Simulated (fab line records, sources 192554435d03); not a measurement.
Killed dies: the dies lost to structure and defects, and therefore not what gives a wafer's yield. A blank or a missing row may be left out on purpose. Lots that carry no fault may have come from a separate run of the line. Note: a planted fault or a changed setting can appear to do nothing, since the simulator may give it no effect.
fab line records	flow n5Finfet	part 1 of 2: steps 1 to 20 of 31
record lots=5	wafers=15	lastDay=18
route steps=1938 shown BEOL_M9@1403
lots untouched by any fault: they come from a run of this same line in which no faults occurred
startH: hours from the record's first day to the start of the lot's first wafer shown	waitH: time in hours since the lot's previous step	" the same as in the row above	L1.1+2: several wafers, shown together as one row	- no value, or no start was given	* or withheld: withheld	< > ~ a bound
route shown NAME@n: names a module that has steps shown in the file, with the first one's number in the route	usual: average and standard deviation across the fault-free wafers	same: alike in all rows	chamber/n: place in a boat	sites: each site's reading	_std_site: their standard deviation	_edge_site: outer sites' mean less inner sites'	radiusMm: how far each site lies from the wafer's centre	mask NAME#n: copy n	behind: tool/chamber where the wafer was last shaped	hold: why the lot went on hold/how many hours it stayed there/how the hold came to an end	device: names the non-switching transistor (n, p or np)	end of line: the route-end tests of the same wafers	where a step has no rows: the recipe by itself	killed: count of dies lost to structure and defects at first sort (not the wafer's yield)	map: per-die view of a wafer (x killed, . not killed, _ where there is no die)
set.NAME: the run value of the setting; set.NAME@STEP: its run value at that earlier step	model.NAME: the simulator's own value behind a step, which no gauge read
lots at selected steps of the route; one table per step, one row per wafer
services: from which hour (startH, from the record's first day; less than 0 if before it) a tool's chamber was out of use, for how many hours, and why
## steps
# step N5_BEOL_M9_THK_MEAS_01
# recipe reads=SiCOH_lowk_of_BEOL_M9_ILD_DEP_00
# usual M9_ILD_THK=268/3.8
lot.wafer	tool	chamber	startH	waitH	M9_ILD_THK[nm]
L075.1	filmMetro-01	-	280.31	0.4	263
L075.3	"	-	"	"	261
L075.5	"	-	"	"	262
L079.2	filmMetro-01	-	290.61	0.4	260
L079.3	"	-	"	"	262
L079.5	"	-	"	"	263
L081.2	filmMetro-02	-	310.51	0.4	264
L081.5	"	-	"	"	268
L081.6	"	-	"	"	270
L082.1	filmMetro-01	-	314.88	0.4	271
L082.2	"	-	"	"	268
L082.5	"	-	"	"	271
L092.3	filmMetro-01	-	373.67	0.3	265
L092.4	"	-	"	"	271
L092.5	"	-	"	"	267
# step N5_BEOL_M9_PECVD_70
# recipe material=SiO2	targetThkA=200	tempC=400	precursor=TEOS/O2	pressureTorr=5.5	rfW=450	teosFlowSccm=53.8	gas=O2	flowSccm=3000	timeS=22.7
# usual heaterPowerW=739/97	showerheadPlenumPTorr=8.79/0.065	throttleValvePct=22.3/1
lot.wafer	tool	chamber	startH	waitH	heaterPowerW	showerheadPlenumPTorr	throttleValvePct
L075.1	pecvd-03	2	280.35	0.0	660	8.86	20.5
L075.3	"	0	"	"	770	8.78	22.8
L075.5	"	2	"	"	652	8.84	20.3
L079.2	pecvd-04	2	290.64	0.0	950	8.88	21.4
L079.3	"	0	"	"	785	8.85	23.2
L079.5	"	0	"	"	780	8.85	23.4
L081.2	pecvd-03	1	310.54	0.0	606	8.75	23.1
L081.5	"	1	"	"	593	8.73	23.5
L081.6	"	0	"	"	861	8.77	23.0
L082.1	pecvd-03	2	314.91	0.0	722	8.84	20.5
L082.2	"	1	"	"	650	8.74	23.2
L082.5	"	2	"	"	699	8.83	20.6
L092.3	pecvd-02	1	373.70	0.0	748	8.69	21.3
L092.4	"	2	"	"	850	8.83	23.0
L092.5	"	0	"	"	623	8.84	23.0
# step N5_BEOL_M9_HM_DEP_02
# recipe material=TiN	targetThkA=200	tempC=25	chamberPressurePa=0.49996
# usual chamberPressurePa=0.5002/0.00089	substrateTempC=25.00/0.11	throttleValvePct=30.0/0.98
lot.wafer	tool	chamber	startH	waitH	chamberPressurePa	substrateTempC	throttleValvePct
L075.1	pvdSputter-02	-	281.39	1.0	0.5003	25.00	29.9
L075.3	"	-	"	"	0.4996	24.99	31.6
L075.5	"	-	"	"	0.5016	24.97	30.4
L079.2	pvdSputter-02	-	291.11	0.5	0.5001	25.08	31.8
L079.3	"	-	"	"	0.4999	25.07	29.8
L079.5	"	-	"	"	0.4995	24.90	30.1
L081.2	pvdSputter-02	-	311.52	1.0	0.5016	25.04	29.9
L081.5	"	-	"	"	0.5016	25.03	29.7
L081.6	"	-	"	"	0.4991	25.00	31.5
L082.1	pvdSputter-01	-	315.81	0.9	0.5000	25.04	31.0
L082.2	"	-	"	"	0.5010	25.09	29.5
L082.5	"	-	"	"	0.5004	24.97	29.5
L092.3	pvdSputter-02	-	375.19	1.5	0.4995	25.16	29.6
L092.4	"	-	"	"	0.5003	25.05	29.6
L092.5	"	-	"	"	0.4995	25.01	30.2
# step N5_BEOL_M9_COAT_59
# recipe resist=SOC	tempC=250	timeS=60	spinRpm=1500	resistThkNm=100
# usual chillPlateTempC=22.96/0.1
lot.wafer	tool	chamber	startH	waitH	chillPlateTempC
L075.1	lithoTrack-04	0	281.53	0.1	22.91
L075.3	"	0	"	"	23.00
L075.5	"	0	"	"	22.94
L079.2	lithoTrack-04	0	291.24	0.1	22.93
L079.3	"	0	"	"	23.00
L079.5	"	0	"	"	23.08
L081.2	lithoTrack-04	0	311.64	0.1	22.91
L081.5	"	0	"	"	22.98
L081.6	"	0	"	"	23.01
L082.1	lithoTrack-04	0	315.94	0.1	22.99
L082.2	"	0	"	"	22.96
L082.5	"	0	"	"	22.99
L092.3	lithoTrack-01	0	375.32	0.1	22.98
L092.4	"	0	"	"	22.94
L092.5	"	0	"	"	23.03
# step N5_BEOL_M9_COAT_60
# recipe resist=SiARC	tempC=220	timeS=60	spinRpm=1500	resistThkNm=30
# usual chillPlateTempC=23.00/0.092
lot.wafer	tool	chamber	startH	waitH	chillPlateTempC
L075.1	lithoTrack-04	0	-	-	22.97
L075.3	"	0	"	"	23.08
L075.5	"	0	"	"	22.99
L079.2	lithoTrack-04	0	-	-	23.05
L079.3	"	0	"	"	22.99
L079.5	"	0	"	"	22.97
L081.2	lithoTrack-04	0	-	-	22.95
L081.5	"	0	"	"	22.80
L081.6	"	0	"	"	22.90
L082.1	lithoTrack-04	0	-	-	22.97
L082.2	"	0	"	"	22.97
L082.5	"	0	"	"	22.89
L092.3	lithoTrack-01	0	-	-	22.94
L092.4	"	0	"	"	23.12
L092.5	"	0	"	"	23.02
# step N5_BEOL_M9_COAT_05
# recipe resist=CAR-ArF	spinRpm=1500	resistThkNm=90
# usual chillPlateTempC=22.99/0.096
lot.wafer	tool	chamber	startH	waitH	chillPlateTempC
L075.1	lithoTrack-04	0	-	-	22.98
L075.3	"	0	"	"	22.96
L075.5	"	0	"	"	22.86
L079.2	lithoTrack-04	0	-	-	22.87
L079.3	"	0	"	"	22.93
L079.5	"	0	"	"	22.96
L081.2	lithoTrack-04	0	-	-	22.92
L081.5	"	0	"	"	22.88
L081.6	"	0	"	"	22.87
L082.1	lithoTrack-04	0	-	-	23.03
L082.2	"	0	"	"	23.11
L082.5	"	0	"	"	22.86
L092.3	lithoTrack-01	0	-	-	23.12
L092.4	"	0	"	"	23.08
L092.5	"	0	"	"	22.92
# step N5_BEOL_M9_EBR_07
# recipe solvent=PGMEA	ebrWidthMm=1.5
# usual chillPlateTempC=22.98/0.1
lot.wafer	tool	chamber	startH	waitH	chillPlateTempC
L075.1	lithoTrack-04	0	-	-	22.79
L075.3	"	0	"	"	22.85
L075.5	"	0	"	"	23.08
L079.2	lithoTrack-04	0	-	-	23.07
L079.3	"	0	"	"	22.84
L079.5	"	0	"	"	23.01
L081.2	lithoTrack-04	0	-	-	22.89
L081.5	"	0	"	"	23.00
L081.6	"	0	"	"	22.74
L082.1	lithoTrack-04	0	-	-	22.87
L082.2	"	0	"	"	23.03
L082.5	"	0	"	"	23.05
L092.3	lithoTrack-01	0	-	-	23.01
L092.4	"	0	"	"	22.99
L092.5	"	0	"	"	23.03
# step N5_BEOL_M9_SOFTBAKE_06
# recipe tempC=110	timeS=60	resist=CAR-ArF
# usual chillPlateTempC=22.98/0.1
lot.wafer	tool	chamber	startH	waitH	chillPlateTempC
L075.1	lithoTrack-04	0	-	-	22.96
L075.3	"	0	"	"	22.95
L075.5	"	0	"	"	23.00
L079.2	lithoTrack-04	0	-	-	23.13
L079.3	"	0	"	"	23.02
L079.5	"	0	"	"	23.13
L081.2	lithoTrack-04	0	-	-	23.15
L081.5	"	0	"	"	22.99
L081.6	"	0	"	"	23.09
L082.1	lithoTrack-04	0	-	-	22.98
L082.2	"	0	"	"	23.03
L082.5	"	0	"	"	22.93
L092.3	lithoTrack-01	0	-	-	23.14
L092.4	"	0	"	"	22.99
L092.5	"	0	"	"	23.04
# step N5_BEOL_M9_EXPOSE_08
# recipe maskId=M9	na=1.35	sourceShape=dipole	sigmaInner=0.411	sigmaOuter=0.611	polarization=te	doseMj=53.75
# same sigmaOuter=0.611
lot.wafer	tool	chamber	startH	waitH	mask
L075.1+3+5	arfiScanner-01	0	281.77	-	M9#0
L079.2+3+5	arfiScanner-02	0	291.49	-	M9#0
L081.2+5+6	arfiScanner-03	0	311.89	-	M9#0
L082.1+2+5	arfiScanner-02	0	316.06	-	M9#0
L092.3+4+5	arfiScanner-01	0	375.57	-	M9#0
# step N5_BEOL_M9_PEB_09
# recipe pebTempC=withheld	pebTimeS=60	resist=CAR-ArF
# usual chillPlateTempC=23.04/0.11
lot.wafer	tool	chamber	startH	waitH	chillPlateTempC
L075.1	lithoTrack-04	0	281.83	0.1	23.02
L075.3	"	0	"	"	23.04
L075.5	"	0	"	"	22.94
L079.2	lithoTrack-04	0	291.54	0.0	23.15
L079.3	"	0	"	"	23.23
L079.5	"	0	"	"	23.19
L081.2	lithoTrack-02	0	311.95	0.0	22.87
L081.5	"	0	"	"	23.00
L081.6	"	0	"	"	22.85
L082.1	lithoTrack-04	0	316.12	0.1	22.95
L082.2	"	0	"	"	22.93
L082.5	"	0	"	"	23.00
L092.3	lithoTrack-01	0	375.62	0.0	23.01
L092.4	"	0	"	"	23.00
L092.5	"	0	"	"	22.98
# step N5_BEOL_M9_DEVELOP_10
# recipe developTimeS=30	developer=TMAH	resist=CAR-ArF	rinseLiquid=diw	dry=airSpin	devTempC=23
# usual chillPlateTempC=23.01/0.11
lot.wafer	tool	chamber	startH	waitH	chillPlateTempC
L075.1	lithoTrack-04	0	-	-	22.90
L075.3	"	0	"	"	22.87
L075.5	"	0	"	"	23.02
L079.2	lithoTrack-04	0	-	-	23.17
L079.3	"	0	"	"	22.98
L079.5	"	0	"	"	23.15
L081.2	lithoTrack-02	0	-	-	23.02
L081.5	"	0	"	"	23.15
L081.6	"	0	"	"	22.84
L082.1	lithoTrack-04	0	-	-	23.04
L082.2	"	0	"	"	22.99
L082.5	"	0	"	"	22.90
L092.3	lithoTrack-01	0	-	-	22.98
L092.4	"	0	"	"	23.00
L092.5	"	0	"	"	22.99
# step N5_BEOL_M9_CD_MEAS_11
# recipe targetCdNm=64.1	landingEnergyEv=500	detector=seInlens	polarity=opening
# usual cdNm=64.1/0.59
lot.wafer	tool	chamber	startH	waitH	cdNm
L075.1	cdSem-01	0	281.90	-	64.5
L075.3	"	0	"	"	63.9
L075.5	"	0	"	"	64.8
L079.2	cdSem-01	0	291.61	-	63.9
L079.3	"	0	"	"	64.2
L079.5	"	0	"	"	63.0
L081.2	cdSem-03	0	312.01	-	64.6
L081.5	"	0	"	"	64.2
L081.6	"	0	"	"	63.9
L082.1	cdSem-03	0	316.18	-	63.6
L082.2	"	0	"	"	63.4
L082.5	"	0	"	"	64.4
L092.3	cdSem-01	0	375.69	-	64.3
L092.4	"	0	"	"	63.7
L092.5	"	0	"	"	64.3
# step N5_BEOL_M9_OVL_MEAS_12
# recipe pointsPerWafer=44
# usual M9_OVL=0.0/0.72
lot.wafer	tool	chamber	startH	waitH	M9_OVL[nm]
L075.1	overlay-01	0	281.93	0.0	0.9
L075.3	"	0	"	"	0.2
L075.5	"	0	"	"	0.9
L079.2	overlay-02	0	291.64	0.0	-0.9
L079.3	"	0	"	"	0.4
L079.5	"	0	"	"	-0.3
L081.2	overlay-01	0	312.04	0.0	-0.3
L081.5	"	0	"	"	0.8
L081.6	"	0	"	"	0.0
L082.1	overlay-01	0	316.21	0.0	-0.4
L082.2	"	0	"	"	0.1
L082.5	"	0	"	"	0.7
L092.3	overlay-01	0	375.72	0.0	-0.5
L092.4	"	0	"	"	-1.4
L092.5	"	0	"	"	-0.5
# step N5_BEOL_M9_INSPECT_13
# recipe mode=adi	inspectInstrument=brightfield
# usual rawDefectCount=392/90
lot.wafer	tool	chamber	startH	waitH	rawDefectCount
L075.1	defectInspect-01	-	281.95	0.0	320
L075.3	"	-	"	"	387
L075.5	"	-	"	"	328
L079.2	defectInspect-01	-	291.67	0.0	280
L079.3	"	-	"	"	260
L079.5	"	-	"	"	307
L081.2	defectInspect-02	-	312.07	0.0	439
L081.5	"	-	"	"	380
L081.6	"	-	"	"	237
L082.1	defectInspect-01	-	316.24	0.0	275
L082.2	"	-	"	"	380
L082.5	"	-	"	"	402
L092.3	defectInspect-01	-	375.74	0.0	556
L092.4	"	-	"	"	571
L092.5	"	-	"	"	418
# step N5_BEOL_M9_DESCUM_16
# recipe chemistry=O2	timeS=7.9	sourcePowerW=50	biasPowerW=20	pressureMtorr=20	rfFrequencyHz=2.712e+07	tempC=40	resist=CAR-ArF	o2FlowSccm=225
# usual drypumpMotorCurrentA=5.8/0.49	oesProductAu=0.81/0.083	rfVppV=243.2/1.4	showerheadPlenumPTorr=2.09/0.074	throttleValvePct=20.5/0.33
lot.wafer	tool	chamber	startH	waitH	drypumpMotorCurrentA	oesProductAu	rfHoursCounterH	rfVppV	showerheadPlenumPTorr	throttleValvePct
L075.1	rieDiel-06	1	282.25	0.3	6.5	0.73	205	243.2	2.08	20.8
L075.3	"	3	"	"	6.0	0.68	228	239.3	1.97	20.7
L075.5	"	2	"	"	6.1	0.87	-	243.5	2.13	20.6
L079.2	rieDiel-06	1	291.89	0.2	6.5	0.73	208	241.5	2.08	20.8
L079.3	"	2	"	"	6.1	0.87	50	244.2	2.13	20.6
L079.5	"	1	"	"	6.5	0.73	-	242.8	2.08	20.8
L081.2	rieDiel-02	0	312.47	0.4	6.1	0.89	26	243.3	2.12	19.7
L081.5	"	0	"	"	6.1	0.88	-	244.6	2.12	19.7
L081.6	"	3	"	"	5.2	0.84	-	244.1	2.10	20.7
L082.1	rieDiel-02	2	316.27	0.0	5.3	0.76	160	241.5	2.01	20.5
L082.2	"	0	"	"	6.1	0.87	27	242.6	2.12	19.7
L082.5	"	1	"	"	6.6	0.82	-	244.4	2.21	20.3
L092.3	rieDiel-02	1	375.86	0.1	6.6	0.80	85	245.2	2.21	20.4
L092.4	"	3	"	"	5.2	0.82	98	244.0	2.09	20.7
L092.5	"	1	"	"	6.6	0.80	-	245.2	2.21	20.4
# step N5_BEOL_M9_ETCH_61
# recipe chemistry=CF4	target=SiARC	targetDepthA=390	maskMaterial=CAR-ArF	timeS=65	ionEnergyEv=80	pressureMtorr=40	sourceW=545	biasW=36	Ar_flow_sccm=100	cf4FlowSccm=100	ends=cleared
# usual drypumpMotorCurrentA=5.8/0.49	etchRfOnTimeS=64.6/1.3	oesProductAu=0.69/0.069	rfVppV=184.0/1.3	showerheadPlenumPTorr=2.14/0.072	throttleValvePct=15.6/0.32
lot.wafer	tool	chamber	startH	waitH	drypumpMotorCurrentA	etchRfOnTimeS	oesProductAu	rfHoursCounterH	rfVppV	showerheadPlenumPTorr	throttleValvePct
L075.1	rieDiel-06	1	282.29	0.0	6.5	63.5	0.63	205	185.2	2.11	16.0
L075.3	"	3	"	"	6.0	68.1	0.58	228	183.9	2.04	16.0
L075.5	"	2	"	"	6.1	66.0	0.74	-	183.2	2.17	15.7
L079.2	rieDiel-06	1	291.93	0.0	6.5	63.5	0.63	208	182.7	2.11	16.0
L079.3	"	2	"	"	6.1	66.8	0.73	50	184.4	2.17	15.7
L079.5	"	1	"	"	6.5	64.0	0.62	-	184.9	2.11	16.0
L081.2	rieDiel-02	0	312.51	0.0	6.1	62.8	0.78	26	184.2	2.19	15.1
L081.5	"	0	"	"	6.1	62.3	0.77	-	184.2	2.19	15.0
L081.6	"	3	"	"	5.2	63.9	0.71	-	182.1	2.16	15.8
L082.1	rieDiel-02	2	316.31	0.0	5.3	64.8	0.65	160	182.1	2.05	15.7
L082.2	"	0	"	"	6.1	62.8	0.77	27	186.2	2.19	15.1
L082.5	"	1	"	"	6.6	65.1	0.71	-	186.3	2.24	15.4
L092.3	rieDiel-02	1	375.90	0.0	6.5	65.4	0.69	85	186.1	2.24	15.5
L092.4	"	3	"	"	5.3	65.1	0.70	98	183.6	2.16	15.9
L092.5	"	1	"	"	6.5	65.7	0.68	-	184.9	2.24	15.5
# step N5_BEOL_M9_ETCH_62
# recipe chemistry=N2/H2	target=SOC	targetDepthA=1100	overetchA=220	maskMaterial=SiARC	tempC=40	timeS=165	ionEnergyEv=200	pressureMtorr=30	sourceW=840	biasW=150	n2FlowSccm=200	h2FlowSccm=200
# usual drypumpMotorCurrentA=5.8/0.48	oesProductAu=0.68/0.067	rfVppV=523.9/2.6	showerheadPlenumPTorr=2.54/0.096	throttleValvePct=17.90/0.29
lot.wafer	tool	chamber	startH	waitH	drypumpMotorCurrentA	oesProductAu	rfHoursCounterH	rfVppV	showerheadPlenumPTorr	throttleValvePct
L075.1	rieDiel-06	1	282.34	0.0	6.5	0.61	205	522.4	2.51	18.15
L075.3	"	3	"	"	6.0	0.58	228	520.5	2.39	18.06
L075.5	"	2	"	"	6.1	0.74	-	525.9	2.59	17.94
L079.2	rieDiel-06	1	291.98	0.0	6.5	0.62	208	522.8	2.50	18.17
L079.3	"	2	"	"	6.1	0.73	50	524.2	2.59	17.93
L079.5	"	1	"	"	6.5	0.61	-	523.2	2.50	18.18
L081.2	rieDiel-02	0	312.56	0.0	6.2	0.75	26	524.8	2.61	17.39
L081.5	"	0	"	"	6.2	0.74	-	526.8	2.60	17.36
L081.6	"	3	"	"	5.2	0.71	-	527.3	2.57	18.20
L082.1	rieDiel-02	2	316.36	0.0	5.3	0.64	160	520.2	2.43	17.86
L082.2	"	0	"	"	6.1	0.75	27	524.9	2.60	17.37
L082.5	"	1	"	"	6.5	0.70	-	527.8	2.69	17.84
L092.3	rieDiel-02	1	375.95	0.0	6.6	0.68	85	526.2	2.68	17.86
L092.4	"	3	"	"	5.2	0.69	98	524.6	2.56	18.25
L092.5	"	1	"	"	6.6	0.68	-	528.0	2.69	17.85
# step N5_BEOL_M9_STRIP_68
# recipe chemistry=N2/H2	tempC=40	n2FlowSccm=200	h2FlowSccm=200	rfFrequencyHz=6e+07
lot.wafer	tool	chamber	startH	waitH
L075.1+3+5	rieDiel-06	1,3,2	282.47	0.1
L079.2+3+5	rieDiel-06	1,2,1	292.12	0.1
L081.2+5+6	rieDiel-02	0,0,3	312.70	0.1
L082.1+2+5	rieDiel-02	2,0,1	316.49	0.1
L092.3+4+5	rieDiel-02	1,3,1	376.09	0.1
# step N5_BEOL_M9_STRIP_67
# recipe chemistry=CF4	resist=SiARC	powerW=300	biasPowerW=75	pressureMtorr=50	cf4FlowSccm=150	rfFrequencyHz=6e+07
# usual drypumpMotorCurrentA=5.8/0.49	oesProductAu=0.81/0.08	rfVppV=271.1/1.6	showerheadPlenumPTorr=1.79/0.06	throttleValvePct=13.6/0.32
lot.wafer	tool	chamber	startH	waitH	drypumpMotorCurrentA	oesProductAu	rfHoursCounterH	rfVppV	showerheadPlenumPTorr	throttleValvePct
L075.1	rieDiel-06	1	282.48	0.0	6.5	0.73	205	269.9	1.76	14.0
L075.3	"	3	"	"	6.0	0.70	228	269.3	1.71	14.0
L075.5	"	2	"	"	6.1	0.88	-	271.1	1.83	13.7
L079.2	rieDiel-06	1	292.13	0.0	6.5	0.73	208	270.8	1.76	14.0
L079.3	"	2	"	"	6.1	0.87	50	273.0	1.83	13.7
L079.5	"	1	"	"	6.5	0.72	-	270.4	1.76	14.0
L081.2	rieDiel-02	0	312.71	0.0	6.2	0.88	26	272.3	1.84	13.0
L081.5	"	0	"	"	6.2	0.88	-	270.6	1.83	13.0
L081.6	"	3	"	"	5.2	0.84	-	273.1	1.81	13.8
L082.1	rieDiel-02	2	316.50	0.0	5.3	0.76	161	270.2	1.71	13.6
L082.2	"	0	"	"	6.1	0.88	27	271.5	1.83	13.0
L082.5	"	1	"	"	6.5	0.83	-	274.8	1.88	13.4
L092.3	rieDiel-02	1	376.10	0.0	6.5	0.81	85	273.1	1.87	13.4
L092.4	"	3	"	"	5.2	0.82	98	270.1	1.80	13.8
L092.5	"	1	"	"	6.6	0.81	-	273.9	1.87	13.4
# step N5_BEOL_M9_HM_OPEN_17
# recipe chemistry=Cl2/BCl3	targetDepthA=200	overetchA=60	target=TiN	maskMaterial=SOC	ionEnergyEv=150	pressureMtorr=10	icpW=1000	biasW=126	Cl2_flow_sccm=53.25	bcl3FlowSccm=21.75	Ar_flow_sccm=25
# usual drypumpMotorCurrentA=5.3/0.38	oesProductAu=0.71/0.042	throttleValvePct=22.17/0.25
lot.wafer	tool	chamber	startH	waitH	drypumpMotorCurrentA	oesProductAu	rfHoursCounterH	throttleValvePct
L075.1	rieMetal-02	1	282.52	0.0	5.1	0.73	21	22.14
L075.3	"	1	"	"	5.1	0.74	-	22.15
L075.5	"	1	"	"	5.1	0.73	-	22.14
L079.2	rieMetal-03	1	292.17	0.0	5.3	0.66	41	22.20
L079.3	"	1	"	"	5.4	0.65	-	22.22
L079.5	"	0	"	"	5.0	0.71	-	21.97
L081.2	rieMetal-03	1	312.75	0.0	5.4	0.64	43	22.22
L081.5	"	0	"	"	5.0	0.70	-	21.95
L081.6	"	1	"	"	5.4	0.66	-	22.20
L082.1	rieMetal-03	0	316.54	0.0	5.0	0.69	25	21.96
L082.2	"	1	"	"	5.4	0.64	44	22.25
L082.5	"	1	"	"	5.4	0.64	-	22.23
L092.3	rieMetal-01	1	376.17	0.1	5.6	0.74	-	22.47
L092.4	"	0	"	"	4.8	0.75	-	22.25
L092.5	"	1	"	"	5.6	0.75	-	22.47
